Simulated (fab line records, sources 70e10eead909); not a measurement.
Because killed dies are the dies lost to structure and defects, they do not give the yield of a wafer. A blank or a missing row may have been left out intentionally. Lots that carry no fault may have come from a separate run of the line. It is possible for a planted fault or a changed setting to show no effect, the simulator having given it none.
Comparing a struck lot with a sound one | flow nand_harc | 18 out of 1302 route steps
Sound: these wafers, L487.2, L487.3, L487.6. Wafers struck: L488.4, L488.5, L488.6. The cause is named last.
Per side, at each step with rows, come the tool, then ch with its chambers, and then its first start. Under that, the readings that differ: sound wafers | struck wafers | difference of the means | sigmas: that difference in standard deviations of wafers without a fault.
alike: readings with means less than 2 such deviations apart, plus words and numbers identical on both sides. not compared: withheld readings, readings lacking a value on some wafer, bounds such as >300 that could conceal the same value, and numbers that have no deviation in the record and whose values overlap.
Wherever a step has rows on one side only, a row that says differs or no value, or a row with sigmas, the two part there. When numbers do not overlap yet have no deviation, they are printed without sigmas and do not part them. Lack of a reading on every wafer of one side parts them only where that side has two or more wafers.

NHARC_A_CONTACT_ETCH_106: etches the open film in CF4/O2, target depth 90 nm, overetch 9 nm, time 49.5 s.
  sound on rie_diel-04 ch 1,2,3, day 27 12:20; struck on rie_diel-07 ch 1,2, day 29 17:18
  reading               | sound             | struck            | difference | sigmas
  oes_product_au (a.u.) | 0.991 0.989 0.982 | 1.005 1.020 1.005 | +0.023     | +3
  alike: drypump_motor_current_A, mfc_ar_sccm, rf_vpp_V, showerhead_plenum_p_Torr, throttle_valve_pct
  not compared: rf_hours_counter_h
NHARC_A_CONTACT_STRIP_82: strips in O2.
  sound on rie_diel-04 ch 1,2; struck on rie_diel-07 ch 0,1
  alike: drypump_motor_current_A, mfc_ar_sccm, oes_product_au, rf_vpp_V, showerhead_plenum_p_Torr, throttle_valve_pct
  not compared: rf_hours_counter_h
then, 1 step without rows for these wafers: NHARC_A_CONTACT_STRIP_83 (strips in post etch residue remover, time 600 s).
NHARC_A_CONTACT_DEP_84: deposits aC, target thk 2800 nm.
  sound on acl_dep-03 ch 0, day 27 14:04; struck on acl_dep-01 ch 0, day 29 19:31
  alike: throttle_valve_pct
NHARC_A_CONTACT_DEP_85: deposits SiON, target thk 60 nm.
  sound on pecvd-01 ch 0,1,2, day 27 15:33; struck on pecvd-03 ch 0,1,2, day 29 20:29
  alike: heater_power_w
then, 7 steps without rows for these wafers: NHARC_A_CONTACT_DEHYDRATE_00 (time 120 s); NHARC_A_CONTACT_HMDS_01 (time 30 s); NHARC_A_CONTACT_COAT_86 (time 75 s); NHARC_A_CONTACT_COAT_87 (time 65 s); NHARC_A_CONTACT_COAT_02 (resist thk 90 nm); NHARC_A_CONTACT_SOFTBAKE_03 (time 55 s); NHARC_A_CONTACT_EBR_04.
NHARC_A_CONTACT_EXPOSE_05: exposes mask A CC.
  sound on arfi_scanner-03 ch 0, day 27 15:59; struck on arfi_scanner-01 ch 0, day 29 20:59
  reading              | sound             | struck            | difference | sigmas
  exposure_dose_mJ_cm2 | 84.04 84.17 84.03 | 85.82 85.79 85.85 | +1.74      | +22
  alike: mask
then, 2 steps without rows for these wafers: NHARC_A_CONTACT_PEB_06 (peb time 65 s); NHARC_A_CONTACT_DEVELOP_07 (develop time 35 s).
NHARC_A_CONTACT_CD_MEAS_08: target cd 200 nm.
  sound on cd_sem-03 ch 0, day 27 16:07; struck on cd_sem-03 ch 0, day 29 21:07
  reading    | sound             | struck            | difference | sigmas
  cd_nm (nm) | 200.1 199.5 199.6 | 201.5 201.2 201.7 | +1.7       | +4
NHARC_A_CONTACT_OVL_MEAS_09:
  struck on overlay-02, day 29 21:12; sound on overlay-02, day 27 16:13
  reading           | sound       | struck         | difference | sigmas
  overlay_x_nm (nm) | 0.8 0.8 0.8 | -0.6 -0.9 -1.3 | -1.7       | -2
  alike: overlay_y_nm
then, 1 step without rows for these wafers: NHARC_END_SORT_01.

## WHERE THEY PART
Last at NHARC_A_CONTACT_OVL_MEAS_09 as far as this record goes, first at NHARC_A_CONTACT_ETCH_106.

WHY: the cause the simulator had injected
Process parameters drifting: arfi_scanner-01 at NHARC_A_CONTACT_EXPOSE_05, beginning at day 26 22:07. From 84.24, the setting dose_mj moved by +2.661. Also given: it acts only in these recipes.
